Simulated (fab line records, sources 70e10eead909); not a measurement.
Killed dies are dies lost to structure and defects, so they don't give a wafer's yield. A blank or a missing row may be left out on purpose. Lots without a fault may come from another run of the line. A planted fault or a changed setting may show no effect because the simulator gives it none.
fab line records | flow nand_harc
record lots=13 wafers=39 last_day=23
route steps=1159 shown P_ZERO_WELL@14 P_GATE@138 END@1159
lots that met no fault: from a run of the same line without faults
start_h: hours from the record's first day to the start of the lot's first wafer shown | wait_h: hours since the lot's step before | " the same as in the row above | L1.1+2: a row that stands for several wafers | - no value, or no start given | * or withheld: withheld | < > ~ a bound
route shown NAME@n: a module of which the file shows steps, and the number in the route of the first | usual: mean/standard deviation of fault-free wafers | same: alike in all rows | chamber/n: place in a boat | sites: the reading at each site | _std_site: their standard deviation | _edge_site: outer sites' mean less inner sites' | radius_mm: how far each site lies from the wafer's centre | mask NAME#n: copy n | behind: the tool/chamber that last shaped the wafer | hold: why the lot was held/for how many hours/how that ended | device: the transistor (n, p or np) that didn't switch | end of line: the same wafers' tests at the end of the route | a step without rows: its recipe alone | killed: dies lost to structure and defects at the first sort, not the wafer's yield | map: a wafer's dies, x killed, . not, _ none there
set.NAME: the setting as run; set.NAME@STEP: as run at that earlier step | model.NAME: the simulator's own value behind a step, which no gauge read
steps of the route over a sample of lots; a table a step, a row a wafer
services: from which hour (start_h, from the record's first day; less than 0 if before it) a tool's chamber was out of use, for how many hours, and why
## steps
# step NHARC_P_ZERO_WELL_CD_MEAS_11
# recipe target_cd_nm=500 landing_energy_ev=500
# usual cd_nm=499.1/2.6
# columns lot.wafer tool chamber start_h wait_h cd_nm
L558.1 cd_sem-01 0 13.25 - 494.9
L558.4 " 0 " " 497.8
L558.5 " 0 " " 501.9
L559.2 cd_sem-02 0 19.11 - 493.7
L559.3 " 0 " " 496.5
L559.4 " 0 " " 493.1
L560.1 cd_sem-01 0 25.25 - 500.2
L560.2 " 0 " " 495.6
L560.6 " 0 " " 499.6
L562.3 cd_sem-02 0 37.25 - 500.0
L562.5 " 0 " " 497.9
L562.6 " 0 " " 500.4
L564.2 cd_sem-01 0 49.24 - 500.6
L564.3 " 0 " " 497.4
L564.4 " 0 " " 501.2
L566.2 cd_sem-01 0 61.38 - 497.5
L566.5 " 0 " " 493.1
L566.6 " 0 " " 493.8
L567.2 cd_sem-01 0 67.24 - 498.3
L567.3 " 0 " " 502.2
L567.4 " 0 " " 498.0
L568.1 cd_sem-03 0 73.24 - 501.0
L568.2 " 0 " " 501.5
L568.4 " 0 " " 499.9
L571.1 cd_sem-01 0 91.26 - 500.3
L571.4 " 0 " " 500.0
L571.6 " 0 " " 501.7
L572.1 cd_sem-01 0 97.25 - 495.7
L572.2 " 0 " " 501.1
L572.4 " 0 " " 502.3
L574.1 cd_sem-01 0 109.24 - 499.6
L574.3 " 0 " " 504.0
L574.4 " 0 " " 500.8
L580.3 cd_sem-03 0 145.11 - 503.1
L580.4 " 0 " " 500.7
L580.6 " 0 " " 500.7
L581.2 cd_sem-03 0 151.24 - 502.2
L581.4 " 0 " " 501.0
L581.5 " 0 " " 502.1
# step NHARC_P_GATE_EXPOSE_23
# recipe na=1.35 target_cd_nm=120 dose_mj=93.91 mask_id=P_GATE
# usual exposure_dose_mJ_cm2=93.91/0.1 focus_offset_nm=0.2/0.54
# columns lot.wafer tool chamber start_h wait_h mask exposure_dose_mJ_cm2 focus_offset_nm
L558.1 arfi_scanner-01 0 89.26 - P_GATE#0 93.79 0.2
L558.4 " 0 " " P_GATE#0 93.75 0.3
L558.5 " 0 " " P_GATE#0 93.85 -0.3
L559.2 arfi_scanner-02 0 93.63 - P_GATE#0 93.93 0.7
L559.3 " 0 " " P_GATE#0 94.00 0.7
L559.4 " 0 " " P_GATE#0 93.89 0.4
L560.1 arfi_scanner-01 0 94.31 - P_GATE#0 93.90 -0.1
L560.2 " 0 " " P_GATE#0 93.91 0.8
L560.6 " 0 " " P_GATE#0 93.85 -0.8
L562.3 arfi_scanner-02 0 115.15 - P_GATE#0 93.80 0.1
L562.5 " 0 " " P_GATE#0 93.91 -0.1
L562.6 " 0 " " P_GATE#0 93.93 -0.4
L564.2 arfi_scanner-02 0 128.05 - P_GATE#0 93.83 -0.1
L564.3 " 0 " " P_GATE#0 93.80 0.6
L564.4 " 0 " " P_GATE#0 93.83 0.3
L566.2 arfi_scanner-02 0 135.48 - P_GATE#0 94.09 0.4
L566.5 " 0 " " P_GATE#0 94.06 -0.7
L566.6 " 0 " " P_GATE#0 94.00 1.0
L567.2 arfi_scanner-03 0 149.29 - P_GATE#0 93.91 0.6
L567.3 " 0 " " P_GATE#0 93.82 2.0
L567.4 " 0 " " P_GATE#0 93.84 0.7
L568.1 arfi_scanner-03 0 149.79 - P_GATE#0 93.90 0.1
L568.2 " 0 " " P_GATE#0 93.89 0.2
L568.4 " 0 " " P_GATE#0 93.84 -0.2
L571.1 arfi_scanner-01 0 164.39 - P_GATE#0 93.89 0.0
L571.4 " 0 " " P_GATE#0 93.91 0.9
L571.6 " 0 " " P_GATE#0 93.92 0.5
L572.1 arfi_scanner-02 0 171.49 - P_GATE#0 93.89 -0.2
L572.2 " 0 " " P_GATE#0 93.92 -0.5
L572.4 " 0 " " P_GATE#0 94.06 -0.9
L574.1 arfi_scanner-01 0 189.34 - P_GATE#0 93.84 -0.5
L574.3 " 0 " " P_GATE#0 93.71 0.7
L574.4 " 0 " " P_GATE#0 93.69 -0.2
L580.3 arfi_scanner-01 0 215.88 - P_GATE#0 78.32 -0.2
L580.4 " 0 " " P_GATE#0 78.13 0.1
L580.6 " 0 " " P_GATE#0 78.28 0.3
L581.2 arfi_scanner-01 0 222.48 - P_GATE#0 78.27 0.2
L581.4 " 0 " " P_GATE#0 78.18 -0.2
L581.5 " 0 " " P_GATE#0 78.09 -0.4
# step NHARC_P_GATE_CD_MEAS_26
# recipe target_cd_nm=120 landing_energy_ev=500
# usual cd_nm=119.7/1
# columns lot.wafer tool chamber start_h wait_h cd_nm
L558.1 cd_sem-03 0 89.40 - 120.8
L558.4 " 0 " " 121.6
L558.5 " 0 " " 120.6
L559.2 cd_sem-01 0 93.77 - 117.3
L559.3 " 0 " " 119.8
L559.4 " 0 " " 117.5
L560.1 cd_sem-03 0 94.45 - 119.0
L560.2 " 0 " " 118.1
L560.6 " 0 " " 118.4
L562.3 cd_sem-01 0 115.28 - 120.2
L562.5 " 0 " " 120.7
L562.6 " 0 " " 120.8
L564.2 cd_sem-02 0 128.19 - 117.7
L564.3 " 0 " " 119.0
L564.4 " 0 " " 117.3
L566.2 cd_sem-02 0 135.62 - 120.5
L566.5 " 0 " " 119.0
L566.6 " 0 " " 120.3
L567.2 cd_sem-03 0 149.42 - 121.4
L567.3 " 0 " " 120.7
L567.4 " 0 " " 121.0
L568.1 cd_sem-01 0 149.92 - 118.5
L568.2 " 0 " " 118.9
L568.4 " 0 " " 118.5
L571.1 cd_sem-01 0 164.53 - 120.1
L571.4 " 0 " " 119.6
L571.6 " 0 " " 120.1
L572.1 cd_sem-03 0 171.63 - 118.7
L572.2 " 0 " " 119.9
L572.4 " 0 " " 120.2
L574.1 cd_sem-03 0 189.48 - 120.1
L574.3 " 0 " " 119.4
L574.4 " 0 " " 118.9
L580.3 cd_sem-03 0 216.02 - 129.4
L580.4 " 0 " " 131.2
L580.6 " 0 " " 132.0
L581.2 cd_sem-02 0 222.62 - 131.8
L581.4 " 0 " " 131.7
L581.5 " 0 " " 131.7
# step NHARC_P_GATE_STRIP_112
# recipe power_w=1500 temp_c=110 time_s=200 chemistry=N2/H2
# usual drypump_motor_current_A=5.6/0.33 heater_power_w=94/4
# columns lot.wafer tool chamber start_h wait_h drypump_motor_current_A heater_power_w rf_hours_counter_h
L558.1 plasma_asher-02 0 103.62 0.2 5.5 89 24
L558.4 " 0 " " 5.5 86 -
L558.5 " 1 " " 6.1 92 -
L559.2 plasma_asher-02 0 109.40 0.2 5.4 87 28
L559.3 " 1 " " 6.1 92 -
L559.4 " 0 " " 5.4 85 -
L560.1 plasma_asher-01 0 110.26 0.4 5.2 95 0
L560.2 " 1 " " 5.7 99 0
L560.6 " 1 " " 5.7 102 -
L562.3 plasma_asher-01 1 132.28 0.3 5.7 101 -
L562.5 " 0 " " 5.2 94 -
L562.6 " 1 " " 5.7 102 -
L564.2 plasma_asher-01 0 143.03 0.3 5.2 95 10
L564.3 " 1 " " 5.7 98 -
L564.4 " 0 " " 5.2 95 -
L566.2 plasma_asher-01 1 150.61 0.2 5.7 99 13
L566.5 " 1 " " 5.7 100 -
L566.6 " 0 " " 5.2 92 -
L567.2 plasma_asher-01 1 163.83 0.2 5.7 100 16
L567.4 " 1 " " 5.7 98 -
L567.3 " 0 " " 5.2 95 -
L568.1 plasma_asher-01 1 164.38 0.2 5.7 100 17
L568.2 " 0 " " 5.2 95 17
L568.4 " 0 " " 5.2 93 -
L571.1 plasma_asher-02 1 179.44 0.2 6.1 93 53
L571.4 " 0 " " 5.5 86 -
L571.6 " 1 " " 6.1 90 -
L572.2 plasma_asher-01 0 186.46 0.3 5.2 95 25
L572.1 " 1 " " 5.7 102 25
L572.4 " 1 " " 5.7 98 -
L574.1 plasma_asher-01 0 204.18 0.2 5.2 96 30
L574.4 " 0 " " 5.2 93 -
L574.3 " 1 " " 5.7 99 -
L580.3 plasma_asher-02 0 230.60 0.4 5.5 93 -
L580.4 " 1 " " 6.1 94 -
L580.6 " 0 " " 5.5 96 -
L581.2 plasma_asher-02 1 236.81 0.2 6.1 93 14
L581.4 " 1 " " 6.1 97 -
L581.5 " 0 " " 5.4 92 -
# step NHARC_P_GATE_CD_MEAS_91
# recipe target_cd_nm=2000 landing_energy_ev=500
# usual cd_nm=2000.1/2.1
# columns lot.wafer tool chamber start_h wait_h cd_nm
L558.1 cd_sem-03 0 104.67 - 1998.8
L558.4 " 0 " " 1998.8
L558.5 " 0 " " 2000.8
L559.2 cd_sem-03 0 110.44 - 1998.2
L559.3 " 0 " " 1998.8
L559.4 " 0 " " 1997.6
L560.1 cd_sem-01 0 111.44 - 1998.0
L560.2 " 0 " " 2000.7
L560.6 " 0 " " 1997.9
L562.3 cd_sem-02 0 133.21 - 1999.2
L562.5 " 0 " " 2000.3
L562.6 " 0 " " 2000.5
L564.2 cd_sem-01 0 144.06 - 2002.2
L564.3 " 0 " " 2000.7
L564.4 " 0 " " 2001.1
L566.2 cd_sem-02 0 151.82 - 1999.7
L566.5 " 0 " " 2001.2
L566.6 " 0 " " 1997.3
L567.2 cd_sem-01 0 164.89 - 2001.7
L567.3 " 0 " " 2002.1
L567.4 " 0 " " 2002.0
L568.1 cd_sem-01 0 165.58 - 2000.1
L568.2 " 0 " " 1999.8
L568.4 " 0 " " 1999.3
L571.1 cd_sem-02 0 180.45 - 1999.3
L571.4 " 0 " " 2004.0
L571.6 " 0 " " 2000.2
L572.1 cd_sem-01 0 187.65 - 2001.1
L572.2 " 0 " " 2001.1
L572.4 " 0 " " 2003.3
L574.1 cd_sem-02 0 205.36 - 1998.0
L574.3 " 0 " " 1996.9
L574.4 " 0 " " 2002.8
L580.3 cd_sem-01 0 231.71 - 1998.0
L580.4 " 0 " " 1997.8
L580.6 " 0 " " 2000.8
L581.2 cd_sem-02 0 237.95 - 1997.8
L581.4 " 0 " " 2000.5
L581.5 " 0 " " 1999.5
# step NHARC_END_SORT_01
# recipe temp_c=25
# usual killed_at_array=27/9.9 killed_at_other=0.5/0.76 killed_at_periphery=3.4/2.2 killed_dies=31/10 killed_open=3.3/2 killed_short=2.0/1.5
# same gross_dies=677
# columns lot.wafer tool chamber start_h wait_h killed_at_array killed_at_other killed_at_periphery killed_dies killed_open killed_short
L581.2 prober-01 0 558.84 2.8 32 0 11 43 2 5
L581.4 prober-01 0 560.41 3.3 42 0 8 50 5 1
L580.4 prober-02 0 560.48 3.4 41 0 7 48 6 3
L580.6 prober-02 0 562.10 4.1 37 0 5 42 1 0
# killed by level:class
L581.2 A_SLIT:chamber_film_flake=15 A_CHANNEL_HOLE_D1:chamber_film_flake=8 P_GATE:chamber_film_flake=5 A_CONTACT:chamber_film_flake=3 P_GATE:area_expose=3 A_WL_FILL:geometric_particle:short=2 P_M0:geometric_particle:short=1 P_M1:geometric_particle:open=1
L581.4 A_SLIT:chamber_film_flake=17 A_CHANNEL_HOLE_D1:chamber_film_flake=9 A_STAIRCASE:chamber_film_flake=5 P_GATE:area_expose=5 A_CONTACT:chamber_film_flake=4 A_ZERO_WELL:chamber_film_flake=2 P_GATE:geometric_particle:open=1 A_ONON_D1:geometric_particle:open=1
L580.4 A_SLIT:chamber_film_flake=16 A_CHANNEL_HOLE_D1:chamber_film_flake=8 A_CONTACT:chamber_film_flake=7 P_GATE:area_expose=4 A_CHANNEL_FILL_D1:geometric_particle:open=3 A_M0:geometric_particle:short=2 P_M2:chamber_film_flake=2 P_CONTACT:geometric_particle:open=1
L580.6 A_SLIT:chamber_film_flake=18 A_CHANNEL_HOLE_D1:chamber_film_flake=8 A_CONTACT:chamber_film_flake=7 P_GATE:area_expose=3 P_M2:chamber_film_flake=2 A_WL_FILL:geometric_particle:open=1 A_ZERO_WELL:chamber_film_flake=1 A_STAIRCASE:chamber_film_flake=1
## services
# columns tool chamber start_h hours kind
arfi_scanner-02 - 84.00 4.0 pm
plasma_asher-01 - 99.00 9.0 pm
plasma_asher-01 0 99.00 9.0 vent_cycle
plasma_asher-01 1 99.00 9.0 vent_cycle
arfi_scanner-01 - 100.71 2.0 repair
plasma_asher-01 0 108.00 - clean
plasma_asher-01 1 108.00 - clean
arfi_scanner-02 0 121.21 - calibration
arfi_scanner-03 - 122.45 1.4 repair
arfi_scanner-03 - 140.00 4.0 pm
arfi_scanner-01 - 144.35 1.7 repair
arfi_scanner-01 - 149.28 1.3 repair
plasma_asher-01 - 154.94 0.3 repair
arfi_scanner-03 0 160.29 - calibration
arfi_scanner-02 - 173.27 10.3 repair
plasma_asher-02 - 183.11 9.0 pm
plasma_asher-02 0 183.11 9.0 vent_cycle
plasma_asher-02 1 183.11 9.0 vent_cycle
plasma_asher-02 0 192.11 - clean
plasma_asher-02 1 192.11 - clean
arfi_scanner-01 - 196.99 4.0 pm
arfi_scanner-01 0 210.03 - calibration
arfi_scanner-01 - 210.56 1.2 repair
## key
first_sign step=NHARC_P_GATE_EXPOSE_23 reading=exposure_dose_mJ_cm2 direction=down sigmas=99+ usual=93.91 struck=78.21
effect step=NHARC_P_GATE_CD_MEAS_26 reading=cd_nm direction=up sigmas=11 usual=119.7 struck=131.3
met_at NHARC_P_GATE_EXPOSE_23
struck_lots L580,L581
tester_left_out L580,L581
not_acting_at NHARC_P_ZERO_WELL_CD_MEAS_11,NHARC_P_GATE_STRIP_112,NHARC_P_GATE_CD_MEAS_91
onset_between 189.34 215.88
fault kind=process_parameter_drift tool=arfi_scanner-01 chamber=- onset_h=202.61 steps=NHARC_P_GATE_EXPOSE_23 channel=dose_mj offset=-15.764 shape=step acts_in=these_recipes_only stated=93.91
# tester_left_out: of these lots the tester's yield and bins aren't shown, on N5 and GAA mostly nor the transistor test; their killed dies are dies lost to structure and defects alone, not to doping, threshold or leakage, so they don't give the yield
